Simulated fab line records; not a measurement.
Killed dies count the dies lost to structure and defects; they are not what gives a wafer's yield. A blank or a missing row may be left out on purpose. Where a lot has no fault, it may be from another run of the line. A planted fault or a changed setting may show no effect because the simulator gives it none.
fab line records	flow n5Finfet
record: lots: 10	wafers: 29	lastDay: 17
route steps=1938 shown DUMMY_GATE@249 SD_EPI_N@271 BEOL_M4@1111 PASSIVATION@1936
lots that met no fault: taken from a fault-free run of the same line
startH: start of the lot's first displayed wafer, in hours after the record's first day	waitH: hours since the lot's step before	" identical to the entry in the row above	L1.1+2: a row that stands for several wafers	- either no value or no given start	* or withheld: withheld	< > ~ a bound
route shown NAME@n: NAME is a module with steps in the file, n the number in the route of the first one	usual: mean and standard deviation over wafers with no fault	same: alike in all rows	chamber/n: place in a boat	sites: per-site readings	_std_site: their standard deviation	_edge_site: mean of outer sites minus mean of inner sites	radiusMm: for every site, how far away it sits from the centre of the wafer	mask NAME#n: copy n	behind: the most recent tool/chamber to have shaped the wafer	hold: why the lot went on hold/how many hours it stayed there/how the hold came to an end	device: names the non-switching transistor (n, p or np)	end of line: at the end of the route, the tests of the same wafers	where a step has no rows: the recipe by itself	killed: dies lost to structure and defects at the first sort, not the wafer's yield	map: the dies of a wafer, with x for killed, . for not killed, _ for no die there
set.NAME: the setting that was run; set.NAME@STEP: the one run at that earlier step	model.NAME: the simulator's own value behind a step, which no gauge read
steps of the route over a sample of lots; a table a step, a row a wafer
services: from which hour (startH, from the record's first day; less than 0 if before it) a tool's chamber was out of use, for how many hours, and why
== steps ==
step: N5_DUMMY_GATE_CD_MEAS_24
recipe: targetCdNm: 15
usual: cdNm: 15.1/0.36
lot.wafer	tool	chamber	startH	waitH	cdNm
L225.2	cdSem-02	-	56.10	0.1	15.0
L225.3	"	-	"	"	14.8
L225.5	"	-	"	"	14.9
L226.2	cdSem-02	-	59.52	0.1	14.9
L226.4	"	-	"	"	15.2
L226.6	"	-	"	"	15.3
L227.2	cdSem-03	-	64.80	0.1	15.2
L227.4	"	-	"	"	15.2
L227.5	"	-	"	"	15.3
L230.1	cdSem-01	-	84.66	0.1	14.8
L230.2	"	-	"	"	15.5
L230.5	"	-	"	"	15.2
L231.2	cdSem-01	-	92.33	0.1	15.1
L231.3	"	-	"	"	15.2
L231.4	"	-	"	"	15.2
L232.1	cdSem-02	-	95.27	0.1	15.2
L232.3	"	-	"	"	14.9
L232.6	"	-	"	"	15.0
L241.1	cdSem-02	-	151.06	0.1	14.7
L241.3	"	-	"	"	15.1
L241.6	"	-	"	"	15.1
L242.3	cdSem-02	-	155.98	0.1	14.6
L242.5	"	-	"	"	15.5
L246.1	cdSem-02	-	178.97	0.1	14.8
L246.2	"	-	"	"	15.1
L246.6	"	-	"	"	14.8
L247.2	cdSem-01	-	185.44	0.1	14.6
L247.3	"	-	"	"	14.4
L247.5	"	-	"	"	14.8
step: N5_SD_EPI_N_OVL_MEAS_10
recipe: pointsPerWafer: 44
usual: SD_N_BLK_OVL: -0.5/0.71
lot.wafer	tool	chamber	startH	waitH	SD_N_BLK_OVL[nm]
L225.2	overlay-02	0	58.99	0.0	-1.3
L225.3	"	0	"	"	-1.2
L225.5	"	0	"	"	-0.7
L226.2	overlay-01	0	60.95	0.0	0.6
L226.4	"	0	"	"	-0.5
L226.6	"	0	"	"	0.5
L227.2	overlay-02	0	66.28	0.0	-0.7
L227.4	"	0	"	"	-0.5
L227.5	"	0	"	"	-0.7
L230.1	overlay-02	0	86.02	0.0	-0.1
L230.2	"	0	"	"	-0.7
L230.5	"	0	"	"	0.0
L231.2	overlay-02	0	96.07	0.0	-1.7
L231.3	"	0	"	"	-1.5
L231.4	"	0	"	"	-1.1
L232.1	overlay-01	0	96.60	0.0	-0.6
L232.3	"	0	"	"	-0.6
L232.6	"	0	"	"	-1.8
L241.1	overlay-02	0	152.40	0.0	0.3
L241.3	"	0	"	"	-0.6
L241.6	"	0	"	"	-0.3
L242.3	overlay-01	0	157.46	0.0	-0.1
L242.5	"	0	"	"	-0.4
L246.1	overlay-01	0	181.44	0.0	0.3
L246.2	"	0	"	"	0.7
L246.6	"	0	"	"	1.2
L247.2	overlay-01	0	191.62	0.0	-1.9
L247.3	"	0	"	"	-1.3
L247.5	"	0	"	"	-0.6
step: N5_SD_EPI_N_INSPECT_11
recipe: mode: adi	inspectInstrument: macro
usual: rawDefectCount: 2.2/1.3
lot.wafer	tool	chamber	startH	waitH	rawDefectCount
L225.2	defectInspect-01	-	59.02	0.0	2
L225.3	"	-	"	"	1
L225.5	"	-	"	"	3
L226.2	defectInspect-02	-	60.97	0.0	3
L226.4	"	-	"	"	2
L226.6	"	-	"	"	3
L227.2	defectInspect-01	-	66.30	0.0	1
L227.4	"	-	"	"	1
L227.5	"	-	"	"	2
L230.1	defectInspect-02	-	86.05	0.0	2
L230.2	"	-	"	"	2
L230.5	"	-	"	"	2
L231.2	defectInspect-02	-	96.09	0.0	1
L231.3	"	-	"	"	1
L231.4	"	-	"	"	2
L232.1	defectInspect-02	-	96.63	0.0	4
L232.3	"	-	"	"	2
L232.6	"	-	"	"	1
L241.1	defectInspect-02	-	152.42	0.0	2
L241.3	"	-	"	"	1
L241.6	"	-	"	"	1
L242.3	defectInspect-02	-	157.49	0.0	3
L242.5	"	-	"	"	3
L246.1	defectInspect-02	-	181.46	0.0	3
L246.2	"	-	"	"	1
L246.6	"	-	"	"	2
L247.2	defectInspect-01	-	191.65	0.0	1
L247.3	"	-	"	"	0
L247.5	"	-	"	"	3
step: N5_SD_EPI_N_ETCHBACK_44
recipe: chemistry: CH3F/O2	mode: anisotropicEtchback	target: SiNx	targetDepthA: 145	stopOn: SiO2	overEtchFrac: 0.3	ionEnergyEv: 120	pressureMtorr: 30	sourceW: 395	biasW: 73	Ar_flow_sccm: 150	CH3F_flow_sccm: 30	O2_flow_sccm: 20
usual: drypumpMotorCurrentA: 6.0/0.49	oes_ar_750_au: 0.78/0.066	oesProductAu: 0.66/0.057	overEtchFrac: 0.3/0	rfFwdPowerW: 393.4/1.4	rfVppV: 298.0/2.6	showerheadPlenumPTorr: 2.01/0.071	throttleValvePct: 16.33/0.15
lot.wafer	tool	chamber	startH	waitH	drypumpMotorCurrentA	oes_ar_750_au	oesProductAu	overEtchFrac	rfFwdPowerW	rfHoursCounterH	rfVppV	showerheadPlenumPTorr	throttleValvePct
L225.2	rieDiel-01	0	59.47	0.0	5.5	0.93	0.79	0.3	392.9	23	298.5	2.05	16.53
L225.3	"	2	"	"	6.6	0.73	0.63	0.3	393.3	172	296.9	2.00	16.34
L225.5	"	2	"	"	6.6	0.74	0.62	0.3	395.5	-	298.8	2.00	16.33
L226.2	rieDiel-01	2	61.42	0.0	6.6	0.73	0.63	0.3	394.9	173	298.5	2.00	16.34
L226.4	"	3	"	"	5.1	0.74	0.64	0.3	392.4	193	293.6	1.91	16.38
L226.6	"	0	"	"	5.5	0.93	0.79	0.3	393.7	-	298.2	2.05	16.53
L227.2	rieDiel-04	1	66.75	0.0	5.7	0.83	0.71	0.3	392.0	86	298.1	2.02	16.46
L227.4	"	2	"	"	5.8	0.70	0.60	0.3	394.0	206	294.7	2.06	16.14
L227.5	"	0	"	"	6.6	0.73	0.63	0.3	392.1	-	296.7	1.90	16.12
L230.1	rieDiel-05	3	87.07	0.0	5.5	0.82	0.70	0.3	394.2	87	299.1	2.12	16.41
L230.2	"	1	"	"	6.3	0.70	0.60	0.3	393.2	216	305.4	2.07	16.43
L230.5	"	2	"	"	6.6	0.82	0.70	0.3	391.8	-	296.4	2.02	16.28
L231.2	rieDiel-05	3	96.72	0.0	5.6	0.82	0.69	0.3	393.6	93	298.2	2.12	16.44
L231.3	"	2	"	"	6.6	0.81	0.69	0.3	394.4	113	296.1	2.02	16.32
L231.4	"	1	"	"	6.2	0.70	0.60	0.3	393.9	220	302.5	2.07	16.44
L232.1	rieDiel-05	1	97.68	0.0	6.3	0.70	0.61	0.3	394.8	221	303.9	2.07	16.44
L232.3	"	0	"	"	5.6	0.86	0.74	0.3	390.1	54	298.4	1.95	16.13
L232.6	"	3	"	"	5.6	0.82	0.70	0.3	395.1	-	297.7	2.11	16.42
L241.1	rieDiel-05	2	153.06	0.0	6.6	0.79	0.68	0.3	394.4	135	296.9	2.01	16.35
L241.3	"	0	"	"	5.6	0.82	0.67	0.45767	395.0	77	299.4	1.94	16.17
L241.6	"	1	"	"	6.3	0.68	0.59	0.3	395.2	-	303.0	2.06	16.48
L242.3	rieDiel-05	2	158.04	0.0	6.6	0.79	0.64	0.45767	395.4	137	296.0	2.01	16.35
L242.5	"	2	"	"	6.6	0.79	0.66	0.3	394.7	-	296.9	2.01	16.37
L246.1	rieDiel-04	1	182.14	0.0	5.7	0.78	0.65	0.3	392.8	130	297.2	2.00	16.57
L246.2	"	0	"	"	6.6	0.69	0.60	0.3	390.1	230	295.1	1.89	16.19
L246.6	"	0	"	"	6.6	0.70	0.60	0.3	390.8	-	296.5	1.89	16.19
L247.2	rieDiel-04	3	192.09	0.0	5.6	0.73	0.61	0.3	395.4	198	297.4	2.08	16.23
L247.3	"	0	"	"	6.6	0.70	0.60	0.3	393.6	235	296.9	1.88	16.21
L247.5	"	3	"	"	5.7	0.73	0.62	0.3	394.3	-	297.8	2.08	16.22
step: N5_BEOL_M4_RC_MEAS_101
usual: DIBL_N: 36.3/1.2	DIBL_P: 36.1/1.6	IOFF_N: 0.161/0.023	IOFF_P: 0.209/0.027	ION_N: 676/8.9	ION_P: 462/5.3	SS_N: 71.5/0.51	SS_P: 73.2/0.5	VT_N: 249.1/2.5	VT_P: -249.9/2.8
lot.wafer	tool	chamber	startH	waitH	DIBL_N[mV/V]	DIBL_P[mV/V]	IOFF_N[nA/um]	IOFF_P[nA/um]	ION_N[uA/um]	ION_P[uA/um]	SS_N[mV/dec]	SS_P[mV/dec]	VT_N[mV]	VT_P[mV]
L225.2	prober-01	0	176.29	0.2	36.1	35.6	0.155	0.203	683	462	71.5	72.9	248.2	-249.9
L225.3	"	0	"	"	35.8	36.2	0.145	0.211	671	461	70.9	72.7	248.5	-250.4
L225.5	"	0	"	"	37.7	38.1	0.185	0.249	689	471	71.6	73.9	246.0	-247.5
L226.2	prober-01	0	180.05	0.2	36.8	35.5	0.161	0.221	675	463	71.3	73.0	250.1	-248.8
L226.4	"	0	"	"	37.7	35.8	0.174	0.220	674	466	71.2	73.1	250.3	-249.0
L226.6	"	0	"	"	36.8	34.7	0.162	0.213	664	460	71.5	73.5	248.5	-247.3
L227.2	prober-02	0	182.19	0.2	35.7	34.7	0.146	0.190	672	463	71.5	72.8	252.3	-249.1
L227.4	"	0	"	"	34.9	33.4	0.125	0.172	666	457	70.9	72.9	252.6	-253.1
L227.5	"	0	"	"	34.4	33.8	0.125	0.180	667	464	71.1	72.9	252.0	-251.7
L230.1	prober-02	0	204.65	0.0	36.5	35.8	0.158	0.203	669	459	71.6	73.5	249.0	-249.5
L230.2	"	0	"	"	37.4	37.8	0.188	0.239	675	459	71.5	73.4	248.5	-247.8
L230.5	"	0	"	"	37.1	37.4	0.198	0.240	683	466	71.6	74.4	248.4	-247.9
L232.1	prober-02	0	206.31	0.0	36.9	34.3	0.153	0.203	670	467	71.5	73.2	249.4	-248.5
L232.3	"	0	"	"	37.7	35.4	0.170	0.221	667	462	71.7	72.8	247.7	-248.0
L232.6	"	0	"	"	36.9	34.6	0.166	0.202	674	459	71.5	72.8	250.3	-252.3
L231.2	prober-01	0	211.89	0.2	34.3	34.7	0.129	0.158	664	450	71.2	73.6	252.9	-256.2
L231.3	"	0	"	"	35.1	35.5	0.140	0.175	679	461	71.3	73.3	248.6	-252.5
L231.4	"	0	"	"	35.0	35.4	0.140	0.171	663	454	71.4	73.3	249.8	-253.8
L241.1	prober-02	0	268.69	0.0	37.3	39.7	0.196	0.241	692	468	71.8	73.2	245.1	-249.5
L241.3	"	0	"	"	38.1	39.0	0.208	0.229	690	466	72.2	74.0	246.5	-250.1
L241.6	"	0	"	"	35.5	36.3	0.151	0.188	678	464	71.4	73.0	249.1	-253.0
L242.3	prober-02	0	275.00	0.3	38.9	37.3	0.208	0.248	681	465	72.7	73.9	246.5	-248.7
L242.5	"	0	"	"	36.7	34.8	0.159	0.206	669	455	71.6	73.2	250.7	-250.7
L246.1	prober-01	0	294.29	0.0	35.6	36.5	0.161	0.215	666	461	71.9	73.0	249.0	-250.2
L246.2	"	0	"	"	36.1	37.8	0.182	0.238	681	461	71.8	73.9	246.7	-247.1
L246.6	"	0	"	"	36.0	37.2	0.166	0.222	677	462	72.7	73.7	248.1	-251.9
L247.2	prober-01	0	310.37	0.2	37.1	36.4	0.166	0.217	679	465	71.8	73.3	250.1	-246.2
L247.3	"	0	"	"	36.0	35.6	0.143	0.202	674	463	71.9	73.1	250.6	-248.4
L247.5	"	0	"	"	35.0	34.3	0.132	0.178	662	457	71.6	73.4	251.1	-248.6
step: N5_PASSIVATION_PROBE_49
usual: defectLimitedYield: 91.3/1.5	killed_at_M0_to_M3: 35/10	killed_at_M4_up: 13/5.3	killedAtContacts: 12/5.7	killedAtFrontEnd: 39/11	killedAtOther: 3.3/2.7	killedDies: 102/18	killedOpen: 67/13	killedShort: 34/7.8	sort_bin_5_function: 5.1/1	sort_bin_6_memory: 3.3/0.68	sortNPass: 1078/18	sortYieldPct: 91.3/1.5
same: grossDies: 1180	killedAtBackSide: 0	sort_bin_4_leakage[%]: 0	sort_bin_8_speed[%]: 0
lot.wafer	tool	chamber	startH	waitH	defectLimitedYield[%]	killed_at_M0_to_M3	killed_at_M4_up	killedAtContacts	killedAtFrontEnd	killedAtOther	killedDies	killedOpen	killedShort	sort_bin_5_function[%]	sort_bin_6_memory[%]	sortNPass	sortYieldPct[%]
L231.2	prober-01	-	309.01	0.1	90.2	29	21	21	43	2	116	88	28	6.0	3.3	1064	90.2
L231.3	prober-01	-	309.06	0.1	90.8	19	13	24	47	5	108	75	32	4.5	4.3	1072	90.8
L231.4	prober-01	-	309.11	0.2	91.8	16	16	18	45	2	97	71	25	4.2	4.0	1083	91.8
L242.3	prober-01	-	372.94	0.1	93.0	24	12	19	26	2	83	55	27	3.9	3.0	1097	93.0
L242.5	prober-01	-	373.04	0.2	91.4	29	17	18	37	1	102	64	37	4.9	3.6	1078	91.4
killed by level:class
L231.2 MOL_CONTACT_COAG:geometricParticle:open=16 FIN_SAQP:geometricParticle:open=14 BEOL_M2:geometricParticle:open=12 BEOL_M4:geometricParticle:open=11 DUMMY_GATE:geometricParticle:open=7 BEOL_M0_SAQP:geometricParticle:short=7 BEOL_M0_SAQP:geometricParticle:open=6 GATE_CUT:geometricParticle:open=5
L231.3 MOL_CONTACT_COAG:geometricParticle:open=21 FIN_SAQP:geometricParticle:open=16 FIN_SAQP:geometricParticle:short=9 STI_FIN_REVEAL:geometricParticle:open=7 BEOL_M0_SAQP:geometricParticle:open=5 BEOL_M4:geometricParticle:short=5 BEOL_M4:geometricParticle:open=4 BEOL_M0_SAQP:geometricParticle:short=4
L231.4 FIN_SAQP:geometricParticle:open=15 MOL_CONTACT_COAG:geometricParticle:open=14 STI_FIN_REVEAL:geometricParticle:open=7 BEOL_M4:geometricParticle:open=7 BEOL_M0_SAQP:geometricParticle:open=6 DUMMY_GATE:geometricParticle:open=5 BEOL_M4:geometricParticle:short=5 GATE_CUT:geometricParticle:open=4
L242.3 MOL_CONTACT_COAG:geometricParticle:open=13 BEOL_M3:geometricParticle:open=12 BEOL_M0_SAQP:geometricParticle:open=7 STI_FIN_REVEAL:geometricParticle:open=6 GATE_CUT:geometricParticle:short=5 MOL_CONTACT_COAG:geometricParticle:short=5 BEOL_M4:geometricParticle:open=5 FIN_SAQP:geometricParticle:short=3
L242.5 MOL_CONTACT_COAG:geometricParticle:open=11 STI_FIN_REVEAL:geometricParticle:open=9 BEOL_M4:geometricParticle:open=9 MOL_CONTACT_COAG:geometricParticle:short=7 FIN_SAQP:geometricParticle:short=6 FIN_SAQP:geometricParticle:open=5 BEOL_M0_SAQP:geometricParticle:open=5 BEOL_M0_SAQP:geometricParticle:short=5
== services ==
tool	chamber	startH	hours	kind
rieDiel-04	0	40.18	2.6	repair
rieDiel-01	-	88.48	28.1	pm
rieDiel-04	-	101.30	0.5	repair
rieDiel-05	2	119.71	1.5	repair
rieDiel-04	1	160.26	9.4	repair
rieDiel-05	1	168.24	-	clean
rieDiel-05	1	168.24	-	consumableReplace:esc
rieDiel-05	1	168.24	-	consumableReplace:focusRing
rieDiel-05	1	168.24	23.1	scheduledDown
rieDiel-05	1	168.24	23.1	ventCycle
rieDiel-04	2	175.20	-	clean
rieDiel-04	2	175.20	-	consumableReplace:focusRing
rieDiel-04	2	175.20	17.6	scheduledDown
rieDiel-04	2	175.20	17.6	ventCycle
rieDiel-01	-	182.64	29.3	repair
== key ==
firstSign: step: N5_SD_EPI_N_ETCHBACK_44	reading: overEtchFrac	direction: up	sigmas: 99+	usual: 0.3	struck: 0.45767
effect none on later readings
metAt N5_SD_EPI_N_ETCHBACK_44
struckLots L241,L242
struckWafers L241.3,L242.3
notActingAt N5_DUMMY_GATE_CD_MEAS_24,N5_SD_EPI_N_OVL_MEAS_10,N5_SD_EPI_N_INSPECT_11
onsetBetween 97.68 153.06
fault: kind: processParameterDrift	tool: rieDiel-05	chamber: -	onsetH: 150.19	steps: N5_SD_EPI_N_ETCHBACK_44	channel: overEtchFrac	offset: 0.15767	shape: step	endH: 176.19	scope: struckWafersOnly	actsIn: theseRecipesOnly	stated: 0.3
